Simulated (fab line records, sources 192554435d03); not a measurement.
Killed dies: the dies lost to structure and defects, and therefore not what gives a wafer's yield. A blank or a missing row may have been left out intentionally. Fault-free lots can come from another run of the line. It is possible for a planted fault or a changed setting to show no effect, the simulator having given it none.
Chamber matching -- flow n5_finfet -- N5_BEOL_M9_DEP_56 on pecvd-03 has 3 sister chambers
The step deposits SiCN from 3MS/NH3, target thk 15 nm, time 26.5 s. 6 wafers are shown with their chamber, then 12 later ones without.

== EACH WAFER AND ITS CHAMBER ==
wafer,chamber,showerhead_plenum_p_Torr (Torr),throttle_valve_pct (%)
L086.1,2,3.642,8.5
L088.4,1,3.668,9.2
L088.5,0,3.691,9.1
L090.3,1,3.667,9.2
L090.4,2,3.639,8.9
L090.6,0,3.682,9.3

== WAFERS WITH NO CHAMBER GIVEN ==
wafer,showerhead_plenum_p_Torr (Torr),throttle_valve_pct (%)
L091.2,3.665,9.3
L091.3,3.645,8.6
L091.6,3.687,9.5
L092.2,3.641,9.0
L092.3,3.683,9.5
L092.4,3.646,8.6
L094.1,3.668,9.2
L094.2,3.646,8.8
L094.4,3.698,9.4
L095.2,3.692,9.5
L095.3,3.673,9.5
L095.4,3.677,9.1

== THE CHAMBER EACH PASSED THROUGH ==
wafer,from the rows above,in truth
L091.2,1,1
L091.3,2,2
L091.6,0,0
L092.2,2,2
L092.3,0,0
L092.4,2,2
L094.1,1,1
L094.2,2,2
L094.4,0,0
L095.2,0,0
L095.3,can't be placed: 1 or 0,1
L095.4,can't be placed: 0 or 1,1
Placed correctly: 10 of 12. From these rows, 2 cannot be placed; in 2 the true chamber is one of the candidates. Wrongly placed: 0.
How it was worked out, from the rows above alone: a wafer's distance from a chamber is the root of the sum, over the readings, of the square of ((its reading less the chamber's mean) divided by the reading's scatter). The wafer belongs to the nearest chamber; if the next one is less than 2 further off, it can't be placed. The mean given for a chamber averages the wafers shown for that chamber. The scatter: take each reading less its chamber's mean, square it, sum over the shown wafers, divide by the number of wafers less the number of chambers, and take the root.
